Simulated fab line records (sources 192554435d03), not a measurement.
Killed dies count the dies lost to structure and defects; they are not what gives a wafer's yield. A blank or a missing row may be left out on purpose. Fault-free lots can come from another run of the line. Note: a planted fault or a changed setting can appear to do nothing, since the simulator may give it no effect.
fab line records | flow n5-finfet
record lots=7 wafers=21
route steps=1938 shown MOL_CONTACT_COAG@595 BEOL_M0_SAQP@646 BEOL_M1@770 BEOL_M2@841
start-h: the number of hours between the record's first day and the start of the first shown wafer of the lot | wait-h: hours elapsed since this lot's preceding step | " same as the row above | L1.1+2: a row that stands for several wafers | - no value, or no start was given | * or withheld: withheld | < > ~ a bound
route shown NAME@n: names a module that has steps shown in the file, with the first one's number in the route | usual: mean/standard deviation taken from wafers without a fault | same: alike in all rows | chamber/n: place in a boat | sites: each site's reading | _std_site: the standard deviation of these | _edge_site: outer sites' mean less inner sites' | radius-mm: how far each site lies from the wafer's centre | mask NAME#n: copy n | behind: the last tool/chamber to shape the wafer | hold: reason for holding the lot/hours on hold/outcome of the hold | device: the n, p or np transistor that did not switch | end of line: the tests these same wafers got at the end of their route | for a step that has no rows: nothing shown but its recipe | killed: the dies lost at the first sort to structure and to defects; this is not the yield of the wafer | map: dies across one wafer; x = killed, . = not, _ = none there
set.NAME: the setting the step ran with; set.NAME@STEP: the setting that earlier step ran with | model.NAME: the simulator's own value behind a step, which no gauge read
lots whose settings were changed on purpose; a table a step, a row a wafer
## steps
# step N5_MOL_CONTACT_COAG_COAT_64
# recipe resist=underlayer temp-c=205 time-s=60 spin-rpm=1500 resist-thk-nm=10
# columns lot.wafer tool chamber start-h wait-h set.spin-rpm model.underlayer_of_MOL_CONTACT_COAG_COAT_64.thk-nm
L074.1+2+3 litho-track-04 0 - - 1500 10
L077.3 litho-track-05 0 - - 1500 10
L077.4+5 " 0 " " 1371 10.4
L078.2+4 litho-track-04 0 - - 1576 9.8
L078.5 " 0 " " 1500 10
L081.3+4+5 litho-track-01 0 - - 1500 10
L084.1+4+5 litho-track-04 0 - - 1500 10
L087.1 litho-track-04 0 - - 1500 10
L087.3+4 " 0 " " 1432 10.2
L094.3+4 litho-track-01 0 - - 1500 10
L094.6 " 0 " " 1575 9.8
# step N5_MOL_CONTACT_COAG_COAT_34
# recipe resist=CAR-EUV spin-rpm=1500 resist-thk-nm=40
# step N5_MOL_CONTACT_COAG_EBR_36
# recipe solvent=PGMEA ebr-width-mm=1.5
# step N5_MOL_CONTACT_COAG_DESCUM_45
# recipe chemistry=O2 time-s=7 source-power-w=50 bias-power-w=20 pressure-mtorr=20 rf-frequency-hz=2.712e+07 temp-c=40 resist=CAR-EUV o2-flow-sccm=225
# step N5_MOL_CONTACT_COAG_ETCH_65
# recipe chemistry=N2/H2 target=underlayer target-depth-a=130 mask-material=CAR-EUV time-s=10.4 ion-energy-ev=200 pressure-mtorr=30 source-w=840 bias-w=150 n2-flow-sccm=200 h2-flow-sccm=200 ends=cleared
# columns lot.wafer tool chamber start-h wait-h set.spin-rpm@MOL_CONTACT_COAG_COAT_64 model.etch.depth-nm
L074.1 rie-diel-01 1 104.59 0.0 1500 10
L074.2 " 3 " " 1500 10.03
L074.3 " 0 " " 1500 10.01
L077.3 rie-diel-05 0 130.09 0.0 1500 9.968
L077.4 " 3 " " 1371 10.44
L077.5 " 1 " " 1371 10.39
L078.2 rie-diel-01 2 134.25 0.0 1576 9.795
L078.4 " 3 " " 1576 9.778
L078.5 " 2 " " 1500 10.03
L081.3 rie-diel-06 1 143.95 0.0 1500 9.978
L081.4 " 3 " " 1500 10.01
L081.5 " 0 " " 1500 10
L084.1 rie-diel-05 1 160.67 0.0 1500 9.958
L084.4 " 3 " " 1500 9.969
L084.5 " 0 " " 1500 9.982
L087.1 rie-diel-05 3 178.03 0.0 1500 9.97
L087.3+4 " 2,1 " " 1432 10.2
L094.3 rie-diel-01 3 230.20 0.0 1500 9.986
L094.4 " 0 " " 1500 10
L094.6 " 2 " " 1575 9.765
# step N5_MOL_CONTACT_COAG_ETCH_66
# recipe chemistry=CF4 target=SiARC target-depth-a=130 mask-material=CAR-EUV time-s=21.7 ion-energy-ev=80 pressure-mtorr=40 source-w=545 bias-w=36 Ar_flow_sccm=100 cf4-flow-sccm=100 ends=cleared
# columns lot.wafer tool chamber start-h wait-h set.spin-rpm@MOL_CONTACT_COAG_COAT_64 model.CAR-EUV_of_MOL_CONTACT_COAG_COAT_34.thk-nm
L074.1+2+3 rie-diel-01 1,3,0 104.61 0.0 1500 16.8
L077.3 rie-diel-05 0 130.11 0.0 1500 17
L077.4+5 " 3,1 " " 1371 16.4
L078.2+4 rie-diel-01 2,3 134.27 0.0 1576 17.4
L078.5 " 2 " " 1500 17.2
L081.3+4+5 rie-diel-06 1,3,0 143.97 0.0 1500 17
L084.1+4+5 rie-diel-05 1,3,0 160.69 0.0 1500 17
L087.1 rie-diel-05 3 178.05 0.0 1500 17
L087.3+4 " 2,1 " " 1432 16.8
L094.3 rie-diel-01 3 230.22 0.0 1500 17.2
L094.4 " 0 " " 1500 17
L094.6 " 2 " " 1575 17.4
# step N5_BEOL_M0_SAQP_EXPOSE_11
# recipe mask-id=M0_CORE na=1.35 source-shape=dipole sigma-inner=0.538 sigma-outer=0.738 polarization=te target-cd-nm=42 dose-mj=55
# columns lot.wafer tool chamber start-h wait-h mask set.dose-mj
L074.1+2 arfi-scanner-02 0 110.99 - M0_CORE#0 55
L074.3 " 0 " " M0_CORE#0 53.18
L077.3+4 arfi-scanner-02 0 137.84 - M0_CORE#0 51.73
L077.5 " 0 " " M0_CORE#0 55
L078.2+4 arfi-scanner-03 0 141.34 - M0_CORE#0 58.84
L078.5 " 0 " " M0_CORE#0 55
L081.3+4+5 arfi-scanner-03 0 152.64 - M0_CORE#0 55
L084.1+4+5 arfi-scanner-01 0 169.42 - M0_CORE#0 55
L087.1+3 arfi-scanner-01 0 184.56 - M0_CORE#0 55
L087.4 " 0 " " M0_CORE#0 52.44
L094.3+4+6 arfi-scanner-02 0 240.40 - M0_CORE#0 55
# step N5_BEOL_M0_SAQP_PEB_12
# recipe peb-temp-c=withheld peb-time-s=60 resist=CAR-ArF
# step N5_BEOL_M0_SAQP_DEVELOP_13
# recipe develop-time-s=30 developer=TMAH resist=CAR-ArF dev-temp-c=23 rinse-liquid=diw dry=air-spin
# step N5_BEOL_M0_SAQP_CD_MEAS_14
# recipe target-cd-nm=42.5 landing-energy-ev=500 detector=se-inlens
# usual cd-nm=42.5/0.35
# columns lot.wafer tool chamber start-h wait-h set.dose-mj@BEOL_M0_SAQP_EXPOSE_11 cd-nm
L074.1 cd-sem-02 0 111.12 - 55 42.9
L074.2 " 0 " " 55 42.6
L074.3 " 0 " " 53.18 44.3
L077.3 cd-sem-01 0 137.96 - 51.73 43.5
L077.4 " 0 " " 51.73 44.1
L077.5 " 0 " " 55 42.1
L078.2 cd-sem-02 0 141.46 - 58.84 40.2
L078.4 " 0 " " 58.84 40.5
L078.5 " 0 " " 55 42.4
L081.3 cd-sem-01 0 152.76 - 55 42.1
L081.4 " 0 " " 55 42.8
L081.5 " 0 " " 55 42.9
L084.1 cd-sem-01 0 169.54 - 55 42.0
L084.4 " 0 " " 55 42.4
L084.5 " 0 " " 55 42.4
L087.1 cd-sem-02 0 184.69 - 55 42.8
L087.3 " 0 " " 55 42.3
L087.4 " 0 " " 52.44 44.4
L094.3 cd-sem-02 0 240.51 - 55 42.5
L094.4 " 0 " " 55 43.2
L094.6 " 0 " " 55 42.5
# step N5_BEOL_M0_SAQP_DESCUM_19
# recipe chemistry=O2 time-s=7.9 source-power-w=50 bias-power-w=20 pressure-mtorr=20 rf-frequency-hz=2.712e+07 temp-c=40 resist=CAR-ArF o2-flow-sccm=225
# columns lot.wafer tool chamber start-h wait-h set.time-s
L074.1+3 rie-diel-02 1,2 111.20 0.0 6.227
L074.2 " 3 " " 7.9
L077.3+4+5 rie-diel-04 3,0,3 138.40 0.4 7.9
L078.2+5 rie-diel-03 2,3 141.54 0.0 7.9
L078.4 " 3 " " 6.783
L081.3 rie-diel-02 2 152.87 0.1 8.396
L081.4+5 " 1,0 " " 7.9
L084.1+4+5 rie-diel-04 0,1,0 169.64 0.0 7.9
L087.1+3+4 rie-diel-03 0,2,3 184.78 0.0 7.9
L094.3+6 rie-diel-02 1,2 240.60 0.0 7.9
L094.4 " 0 " " 8.623
# step N5_BEOL_M0_SAQP_ETCH_83
# recipe chemistry=CF4 target=SiARC target-depth-a=390 mask-material=CAR-ArF time-s=65 ion-energy-ev=80 pressure-mtorr=40 source-w=545 bias-w=36 Ar_flow_sccm=100 cf4-flow-sccm=100 ends=cleared
# columns lot.wafer tool chamber start-h wait-h set.time-s@BEOL_M0_SAQP_DESCUM_19 model.CAR-ArF_of_BEOL_M0_SAQP_COAT_08.thk-nm
L074.1 rie-diel-02 1 111.24 0.0 6.227 56
L074.2 " 3 " " 7.9 55.2
L074.3 " 2 " " 6.227 56.2
L077.3 rie-diel-04 3 138.43 0.0 7.9 55.6
L077.4 " 0 " " 7.9 56
L077.5 " 3 " " 7.9 55.8
L078.2+5 rie-diel-03 2,3 141.58 0.0 7.9 55.6
L078.4 " 3 " " 6.783 56.4
L081.3 rie-diel-02 2 152.91 0.0 8.396 55.6
L081.4 " 1 " " 7.9 55.8
L081.5 " 0 " " 7.9 55.6
L084.1+4 rie-diel-04 0,1 169.68 0.0 7.9 56
L084.5 " 0 " " 7.9 55.8
L087.1 rie-diel-03 0 184.81 0.0 7.9 55.6
L087.3 " 2 " " 7.9 55.4
L087.4 " 3 " " 7.9 55.2
L094.3 rie-diel-02 1 240.63 0.0 7.9 55.2
L094.4 " 0 " " 8.623 54.8
L094.6 " 2 " " 7.9 55.6
# step N5_BEOL_M0_SAQP_SPACER1_ALD_98
# recipe material=SiO2 target-thk-a=128 temp-c=300 ald-precursor-family=BDEAS ald-co-reactant=O2-plasma pulse-time-s=1 purge-time-s=2 co-reactant-purge-time-s=2 ald-cycles=138 pressure-torr=2
# columns lot.wafer tool chamber start-h wait-h set.ald-cycles model.SiO2_of_BEOL_M0_SAQP_SPACER1_ALD_98.thk-nm
L074.1 ald-sin-04 3 112.13 0.3 138 12.8
L074.2 " 1 " " 126 11.8
L074.3 " 0 " " 126 11.6
L077.3+4 ald-sin-02 1,2 139.29 0.1 120 11.2
L077.5 " 0 " " 138 12.8
L078.2+4 ald-sin-03 3,2 142.93 0.8 131 12.2
L078.5 " 3 " " 138 12.8
L081.3+4+5 ald-sin-04 0,2,1 153.81 0.1 138 12.8
L084.1+4+5 ald-sin-04 2,3,2 170.53 0.3 138 12.8
L087.1+3+4 ald-sin-02 1,3,2 185.67 0.3 138 12.8
L094.3+4+6 ald-sin-02 3,0,0 241.76 0.1 138 12.8
# step N5_BEOL_M0_SAQP_SPACER1_ETCHBACK_99
# recipe chemistry=CHF3/O2 mode=anisotropic-etchback target=SiO2 target-depth-a=154 time-s=7.7 pressure-mtorr=30 source-w=650 bias-w=170 Ar_flow_sccm=200 CHF3_flow_sccm=50 O2_flow_sccm=5 ion-energy-ev=200
# step N5_BEOL_M0_SAQP_MANDREL1_REMOVE_100
# recipe chemistry=HBr/Cl2/O2 bt-time-s=10 target=a-Si stop-on=SiNx endpoint=OES-SiCl over-etch-frac=0.85 icp-w=600 bias-w=30 HBr_flow_sccm=150 Cl2_flow_sccm=80 O2_flow_sccm=5 pressure-mtorr=10
# columns lot.wafer tool chamber start-h wait-h set.ald-cycles@BEOL_M0_SAQP_SPACER1_ALD_98 model.BEOL_M0_SAQP.cd-nm
L074.1 rie-si-03 2 112.70 0.1 138 13
L074.2+3 " 0,1 " " 126 11.6
L077.3 rie-si-05 1 139.86 0.1 120 11.2
L077.4 " 0 " " 120 11
L077.5 " 1 " " 138 12.8
L078.2+4 rie-si-05 2,3 143.49 0.1 131 12.2
L078.5 " 0 " " 138 12.6
L081.3 rie-si-05 0 154.37 0.1 138 12.6
L081.4 " 3 " " 138 12.8
L081.5 " 2 " " 138 13
L084.1+4+5 rie-si-02 2,1,1 171.09 0.1 138 12.8
L087.1+4 rie-si-03 1,3 186.23 0.1 138 12.8
L087.3 " 0 " " 138 13
L094.3+4 rie-si-05 2,1 242.54 0.1 138 13
L094.6 " 1 " " 138 12.8
# step N5_BEOL_M0_SAQP_CD_MEAS_25
# recipe target-cd-nm=13.1 landing-energy-ev=1000 detector=se-inlens
# usual cd-nm=12.83/0.25
# columns lot.wafer tool chamber start-h wait-h set.ald-cycles@BEOL_M0_SAQP_SPACER1_ALD_98 cd-nm
L074.1 cd-sem-03 0 112.81 0.1 138 12.68
L074.2 " 0 " " 126 11.51
L074.3 " 0 " " 126 11.70
L077.3 cd-sem-03 0 139.97 0.1 120 11.24
L077.4 " 0 " " 120 11.19
L077.5 " 0 " " 138 12.98
L078.2 cd-sem-02 0 143.60 0.1 131 11.69
L078.4 " 0 " " 131 12.06
L078.5 " 0 " " 138 12.47
L081.3 cd-sem-02 0 154.49 0.1 138 12.67
L081.4 " 0 " " 138 12.64
L081.5 " 0 " " 138 12.87
L084.1 cd-sem-01 0 171.20 0.1 138 12.49
L084.4 " 0 " " 138 13.34
L084.5 " 0 " " 138 13.03
L087.1 cd-sem-03 0 186.34 0.1 138 13.07
L087.3 " 0 " " 138 12.83
L087.4 " 0 " " 138 12.38
L094.3 cd-sem-01 0 242.65 0.1 138 13.09
L094.4 " 0 " " 138 12.57
L094.6 " 0 " " 138 12.85
# step N5_BEOL_M1_ETCH_64
# recipe chemistry=N2/H2 target=SOC target-depth-a=750 overetch-a=150 mask-material=SiARC temp-c=40 time-s=112.5 ion-energy-ev=200 pressure-mtorr=30 source-w=840 bias-w=150 n2-flow-sccm=200 h2-flow-sccm=200
# usual rf-vpp-V=524.7/2.3
# columns lot.wafer tool chamber start-h wait-h set.source-w rf-vpp-V
L074.1 rie-diel-03 3 125.36 0.0 890.1 517.9
L074.2 " 0 " " 840 524.7
L074.3 " 2 " " 890.1 515.4
L077.3 rie-diel-03 3 152.15 0.0 840 527.2
L077.4 " 2 " " 840 524.6
L077.5 " 2 " " 840 523.8
L078.2 rie-diel-03 0 154.74 0.0 971.1 498.0
L078.4 " 3 " " 840 528.4
L078.5 " 2 " " 840 523.5
L081.3 rie-diel-04 1 164.43 0.0 840 525.9
L081.4 " 2 " " 840 526.3
L081.5 " 1 " " 840 527.3
L084.1 rie-diel-02 0 184.77 0.0 840 524.0
L084.4 " 1 " " 840 525.4
L084.5 " 2 " " 840 526.8
L087.1 rie-diel-03 3 199.72 0.0 840 528.6
L087.3 " 1 " " 840 521.1
L087.4 " 0 " " 840 524.7
L094.3 rie-diel-02 1 254.96 0.0 887.8 514.1
L094.4 " 3 " " 840 528.1
L094.6 " 0 " " 887.8 514.6
# step N5_BEOL_M1_DESCUM_33
# recipe chemistry=O2 time-s=7 source-power-w=50 bias-power-w=20 pressure-mtorr=20 rf-frequency-hz=2.712e+07 temp-c=40 resist=CAR-EUV o2-flow-sccm=225
# columns lot.wafer tool chamber start-h wait-h set.time-s
L074.1+2 rie-diel-03 2,0 126.27 0.0 6.205
L074.3 " 3 " " 7
L077.3+4+5 rie-diel-04 0,2,0 153.36 0.5 7
L078.2+4+5 rie-diel-03 3,0,3 155.65 0.0 7
L081.3+5 rie-diel-04 2,3 165.34 0.0 7
L081.4 " 1 " " 6.537
L084.1+4+5 rie-diel-02 3,2,0 185.69 0.0 7
L087.1+3+4 rie-diel-04 2,0,1 200.78 0.3 7
L094.3+4 rie-diel-03 1,2 256.15 0.2 6.21
L094.6 " 2 " " 7
# step N5_BEOL_M1_ETCH_77
# recipe chemistry=N2/H2 target=underlayer target-depth-a=65 mask-material=CAR-EUV time-s=5.2 ion-energy-ev=200 pressure-mtorr=30 source-w=840 bias-w=150 n2-flow-sccm=200 h2-flow-sccm=200 ends=cleared
# columns lot.wafer tool chamber start-h wait-h set.time-s@BEOL_M1_DESCUM_33 model.CAR-EUV_of_BEOL_M1_COAT_22.thk-nm
L074.1+2 rie-diel-03 2,0 126.31 0.0 6.205 20.8
L074.3 " 3 " " 7 20.2
L077.3+4+5 rie-diel-04 0,2,0 153.40 0.0 7 20.4
L078.2+4+5 rie-diel-03 3,0,3 155.69 0.0 7 20.4
L081.3 rie-diel-04 2 165.38 0.0 7 20.4
L081.4 " 1 " " 6.537 20.6
L081.5 " 3 " " 7 20.2
L084.1+4+5 rie-diel-02 3,2,0 185.73 0.0 7 20.4
L087.1+3+4 rie-diel-04 2,0,1 200.81 0.0 7 20.4
L094.3 rie-diel-03 1 256.19 0.0 6.21 20.6
L094.4 " 2 " " 6.21 20.8
L094.6 " 2 " " 7 20.4
# step N5_BEOL_M1_ETCH_69
# recipe chemistry=CF4 target=SiARC target-depth-a=156 mask-material=CAR-EUV time-s=26 ion-energy-ev=80 pressure-mtorr=40 source-w=545 bias-w=36 Ar_flow_sccm=100 cf4-flow-sccm=100 ends=cleared
# columns lot.wafer tool chamber start-h wait-h set.time-s@BEOL_M1_DESCUM_33 model.CAR-EUV_of_BEOL_M1_COAT_22.thk-nm
L074.1+2 rie-diel-03 2,0 126.32 0.0 6.205 11.6
L074.3 " 3 " " 7 11
L077.3+4+5 rie-diel-04 0,2,0 153.41 0.0 7 11.2
L078.2+4+5 rie-diel-03 3,0,3 155.71 0.0 7 11.2
L081.3+5 rie-diel-04 2,3 165.39 0.0 7 11.2
L081.4 " 1 " " 6.537 11.4
L084.1+4+5 rie-diel-02 3,2,0 185.75 0.0 7 11.2
L087.1+3+4 rie-diel-04 2,0,1 200.83 0.0 7 11.2
L094.3 rie-diel-03 1 256.21 0.0 6.21 11.4
L094.4 " 2 " " 6.21 11.6
L094.6 " 2 " " 7 11.2
# step N5_BEOL_M2_ILD_DEP_00
# recipe material=SiOC target-thk-a=790 temp-c=350 precursor=DEMS/O2 pressure-torr=5 rf-w=500 time-s=15.3
# columns lot.wafer tool chamber start-h wait-h set.time-s model.SiOC_of_BEOL_M2_ILD_DEP_00.thk-nm
L074.1 pecvd-01 1 135.93 0.0 15.3 78.8
L074.2 " 0 " " 16.44 84.8
L074.3 " 2 " " 16.44 85
L077.3 pecvd-03 0 163.36 0.0 15.3 78
L077.4 " 0 " " 13.11 68.4
L077.5 " 1 " " 13.11 69.2
L078.2 pecvd-01 2 166.90 0.0 15.3 77.2
L078.4+5 " 2,0 " " 15.3 78.4
L081.3 pecvd-04 2 179.49 0.0 15.3 78.2
L081.4 " 0 " " 15.3 79
L081.5 " 1 " " 14.56 74.6
L084.1 pecvd-03 2 193.59 0.0 15.3 79.6
L084.4 " 2 " " 15.3 81.2
L084.5 " 0 " " 15.3 81.4
L087.1 pecvd-01 0 211.92 0.0 15.3 77.4
L087.3 " 0 " " 13.79 71
L087.4 " 1 " " 13.79 69.4
L094.3 pecvd-01 0 271.78 0.0 15.3 78
L094.4 " 2 " " 17.54 90.4
L094.6 " 1 " " 15.3 78.2
# step N5_BEOL_M2_THK_MEAS_01
# recipe reads=SiOC_of_BEOL_M2_ILD_DEP_00
# usual M2_ILD_THK=78.6/1
# columns lot.wafer tool chamber start-h wait-h set.time-s@BEOL_M2_ILD_DEP_00 M2_ILD_THK[nm]
L074.1 film-metro-02 - 136.00 0.0 15.3 78.7
L074.2 " - " " 16.44 84.9
L074.3 " - " " 16.44 85.0
L077.3 film-metro-01 - 163.43 0.1 15.3 78.0
L077.4 " - " " 13.11 68.4
L077.5 " - " " 13.11 69.1
L078.2 film-metro-02 - 166.96 0.1 15.3 77.3
L078.4 " - " " 15.3 78.4
L078.5 " - " " 15.3 78.5
L081.3 film-metro-02 - 179.56 0.1 15.3 78.2
L081.4 " - " " 15.3 79.0
L081.5 " - " " 14.56 74.6
L084.1 film-metro-02 - 193.65 0.0 15.3 79.5
L084.4 " - " " 15.3 81.2
L084.5 " - " " 15.3 81.3
L087.1 film-metro-02 - 212.00 0.1 15.3 77.4
L087.3 " - " " 13.79 71.0
L087.4 " - " " 13.79 69.5
L094.3 film-metro-02 - 271.85 0.1 15.3 78.0
L094.4 " - " " 17.54 90.5
L094.6 " - " " 15.3 78.2
# step N5_BEOL_M2_PECVD_72
# recipe material=SiO2 target-thk-a=160 temp-c=400 precursor=TEOS/O2 pressure-torr=5.5 rf-w=450 teos-flow-sccm=53.8 gas=O2 flow-sccm=3000 time-s=18
# columns lot.wafer tool chamber start-h wait-h set.time-s model.SiO2_of_BEOL_M2_PECVD_72.thk-nm
L074.1 pecvd-04 2 136.04 0.0 16.88 15
L074.2+3 " 1,0 " " 18 16.4
L077.3 pecvd-01 1 163.46 0.0 18 16
L077.4 " 0 " " 18 16.2
L077.5 " 1 " " 15.85 14.4
L078.2 pecvd-04 1 167.00 0.0 18 16.2
L078.4 " 2 " " 18 16.4
L078.5 " 0 " " 18.8 17.2
L081.3+5 pecvd-03 1,2 179.60 0.0 15.78 14.2
L081.4 " 1 " " 15.78 14.4
L084.1 pecvd-04 1 193.69 0.0 18 16
L084.4 " 0 " " 18 16.4
L084.5 " 2 " " 18 16.2
L087.1 pecvd-04 2 212.04 0.0 18 15.8
L087.3 " 0 " " 18 16
L087.4 " 1 " " 19.32 16.8
L094.3+4 pecvd-04 2 271.89 0.0 16.43 14.4
L094.6 " 1 " " 18 16
## key
split step=N5_MOL_CONTACT_COAG_COAT_64 setting=spin-rpm stated=1500 by=wafer
response step=N5_MOL_CONTACT_COAG_COAT_64 reading=model.underlayer_of_MOL_CONTACT_COAG_COAT_64.thk-nm change=-0.0438 per=1% r=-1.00
response step=N5_MOL_CONTACT_COAG_ETCH_65 reading=model.etch.depth-nm change=-0.05 per=1% r=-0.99
response step=N5_MOL_CONTACT_COAG_ETCH_66 reading=model.CAR-EUV_of_MOL_CONTACT_COAG_COAT_34.thk-nm change=+0.0591 per=1% r=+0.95
split step=N5_BEOL_M0_SAQP_EXPOSE_11 setting=dose-mj stated=55 by=wafer
response step=N5_BEOL_M0_SAQP_CD_MEAS_14 reading=cd-nm change=-0.324 per=1% r=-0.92
split step=N5_BEOL_M0_SAQP_DESCUM_19 setting=time-s stated=7.9 by=wafer
response step=N5_BEOL_M0_SAQP_ETCH_83 reading=model.CAR-ArF_of_BEOL_M0_SAQP_COAT_08.thk-nm change=-0.0473 per=1% r=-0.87
split step=N5_BEOL_M0_SAQP_SPACER1_ALD_98 setting=ald-cycles stated=138 by=wafer
response step=N5_BEOL_M0_SAQP_SPACER1_ALD_98 reading=model.SiO2_of_BEOL_M0_SAQP_SPACER1_ALD_98.thk-nm change=+0.123 per=1% r=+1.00
response step=N5_BEOL_M0_SAQP_MANDREL1_REMOVE_100 reading=model.BEOL_M0_SAQP.cd-nm change=+0.134 per=1% r=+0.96
response step=N5_BEOL_M0_SAQP_CD_MEAS_25 reading=cd-nm change=+0.13 per=1% r=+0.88
split step=N5_BEOL_M1_ETCH_64 setting=source-w stated=840 by=wafer
response step=N5_BEOL_M1_ETCH_64 reading=rf-vpp-V change=-1.81 per=1% r=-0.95
split step=N5_BEOL_M1_DESCUM_33 setting=time-s stated=7 by=wafer
response step=N5_BEOL_M1_ETCH_77 reading=model.CAR-EUV_of_BEOL_M1_COAT_22.thk-nm change=-0.0406 per=1% r=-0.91
response step=N5_BEOL_M1_ETCH_69 reading=model.CAR-EUV_of_BEOL_M1_COAT_22.thk-nm change=-0.0384 per=1% r=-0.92
split step=N5_BEOL_M2_ILD_DEP_00 setting=time-s stated=15.3 by=wafer
response step=N5_BEOL_M2_ILD_DEP_00 reading=model.SiOC_of_BEOL_M2_ILD_DEP_00.thk-nm change=+0.752 per=1% r=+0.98
response step=N5_BEOL_M2_THK_MEAS_01 reading=M2_ILD_THK change=+0.756 per=1% r=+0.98
split step=N5_BEOL_M2_PECVD_72 setting=time-s stated=18 by=wafer
response step=N5_BEOL_M2_PECVD_72 reading=model.SiO2_of_BEOL_M2_PECVD_72.thk-nm change=+0.162 per=1% r=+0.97
